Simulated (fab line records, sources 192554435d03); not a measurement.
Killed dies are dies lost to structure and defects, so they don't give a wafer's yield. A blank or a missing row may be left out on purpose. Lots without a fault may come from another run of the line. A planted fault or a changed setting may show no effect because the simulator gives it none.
A struck lot beside a sound one | flow n5_finfet | 19 steps out of a route of 1938
Sound: wafers L626.1, L626.5, L626.6. Struck: wafers L615.1, L615.4, L615.5. The cause comes at the end.
At each step with rows: each side's tool, then ch and its chambers, then its first start. Under that, the readings that differ: sound wafers | struck wafers | difference of the means | sigmas: that difference in standard deviations of wafers without a fault.
alike: readings whose means differ by less than 2 such deviations, and words and numbers that are the same on both sides. not compared: withheld readings, readings that some wafer has no value for, bounds like >300 that may hide the same value, and numbers for which the record gives no deviation and whose values overlap.
The two part at a step that has a row with sigmas, a row that says differs or no value, or rows on one side only. Numbers that don't overlap but have no deviation are shown without sigmas and don't part them. A reading that every wafer of one side lacks parts them only if that side has two wafers or more.

N5_BEOL_M9_ETCH_62: etches SOC in N2/H2, target depth 110 nm, overetch 22 nm, time 165 s.
  sound on rie_diel-02 ch 0,1, day 15 05:32; struck on rie_diel-06 ch 1,2,3, day 12 11:50
  reading      | sound             | struck            | difference | sigmas
  rf_vpp_V (V) | 524.8 527.7 525.7 | 521.2 519.9 522.4 | -4.9       | -2
  alike: drypump_motor_current_A, oes_product_au, showerhead_plenum_p_Torr, temp_c, throttle_valve_pct
  not compared: rf_hours_counter_h
then, 1 step without rows for these wafers: N5_BEOL_M9_STRIP_68 (strips in N2/H2).
N5_BEOL_M9_STRIP_67: strips in CF4.
  sound on rie_diel-02 ch 0,1, day 15 05:41; struck on rie_diel-06 ch 1,2,3, day 12 11:59
  alike: drypump_motor_current_A, oes_product_au, rf_vpp_V, showerhead_plenum_p_Torr, throttle_valve_pct
  not compared: rf_hours_counter_h
N5_BEOL_M9_HM_OPEN_17: chemistry Cl2/BCl3, target TiN, target depth 20 nm, overetch 6 nm.
  sound on rie_metal-02 ch 0,1, day 15 05:43; struck on rie_metal-03 ch 0,1, day 12 12:04
  alike: drypump_motor_current_A, he_backside_leak_sccm, oes_product_au, throttle_valve_pct
  not compared: rf_hours_counter_h
N5_BEOL_M9_STRIP_19: strips in O2.
  sound on rie_diel-02 ch 1,2,3, day 15 05:56; struck on rie_diel-06 ch 2,3, day 12 12:10
  alike: drypump_motor_current_A, o2_flow_sccm, oes_product_au, rf_vpp_V, showerhead_plenum_p_Torr, temp_c, throttle_valve_pct
  not compared: rf_hours_counter_h
N5_BEOL_M9_CD_MEAS_18: pitch 140 nm, target cd 70 nm.
  sound on cd_sem-03, day 15 06:00; struck on cd_sem-01, day 12 12:14
  alike: cd_nm
then, 6 steps without rows for these wafers: N5_BEOL_M9_COAT_63 (time 60 s, resist thk 60 nm); N5_BEOL_M9_COAT_64 (time 60 s, resist thk 12 nm); N5_BEOL_M9_COAT_75 (time 60 s, resist thk 5 nm); N5_BEOL_M9_COAT_22 (resist thk 30 nm); N5_BEOL_M9_EBR_24; N5_BEOL_M9_SOFTBAKE_23 (time 60 s).
N5_BEOL_M9_EXPOSE_25: exposes mask V8.
  sound on euv_scanner-02 ch 0, day 15 07:25; struck on euv_scanner-01 ch 0, day 12 14:33
  reading                         | sound       | struck   | difference | sigmas
  model.BEOL_M9.overlay_x_nm (nm) | 0.2 0.2 0.2 | 12 12 12 | +12        |
  alike: mask, focus_offset_nm
then, 2 steps without rows for these wafers: N5_BEOL_M9_PEB_26 (peb time 60 s); N5_BEOL_M9_DEVELOP_27 (develop time 30 s).
N5_BEOL_M9_CD_MEAS_28: target cd 70 nm.
  sound on cd_sem-01 ch 0, day 15 07:32; struck on cd_sem-03 ch 0, day 12 14:41
  alike: cd_nm
N5_BEOL_M9_OVL_MEAS_29:
  sound on overlay-02 ch 0, day 15 07:34; struck on overlay-01 ch 0, day 12 14:43
  reading     | sound       | struck         | difference | sigmas
  V8_OVL (nm) | 0.3 0.5 0.5 | 11.3 11.7 11.2 | +11.0      | +16
N5_BEOL_M9_INSPECT_30: inspects for defects (brightfield).
  sound on defect_inspect-01, day 15 07:38; struck on defect_inspect-01, day 12 14:46
  alike: raw_defect_count
-- the record jumps here: 3 days lie between the struck wafers' starts before and after (it left off in module BEOL_M9 and takes up again in module PASSIVATION, whose first step shown is number 1936 of the route) --
N5_PASSIVATION_PROBE_49:
  sound on prober-01, day 18 06:27; struck on prober-01, day 15 03:46
  reading             | sound    | struck   | difference | sigmas
  killed_at_front_end | 30 35 35 | 52 73 73 | +33        | +3
  alike: defect_limited_yield, killed_at_M0_to_M3, killed_at_M4_up, killed_at_contacts, killed_at_other, killed_dies, killed_open, killed_short, sort_bin_5_function, sort_bin_6_memory, sort_bin_8_speed, sort_n_pass, sort_yield_pct

WHERE THEY PART
First at N5_BEOL_M9_ETCH_62; last, within this record, at N5_PASSIVATION_PROBE_49.

WHY: what the simulator had put in
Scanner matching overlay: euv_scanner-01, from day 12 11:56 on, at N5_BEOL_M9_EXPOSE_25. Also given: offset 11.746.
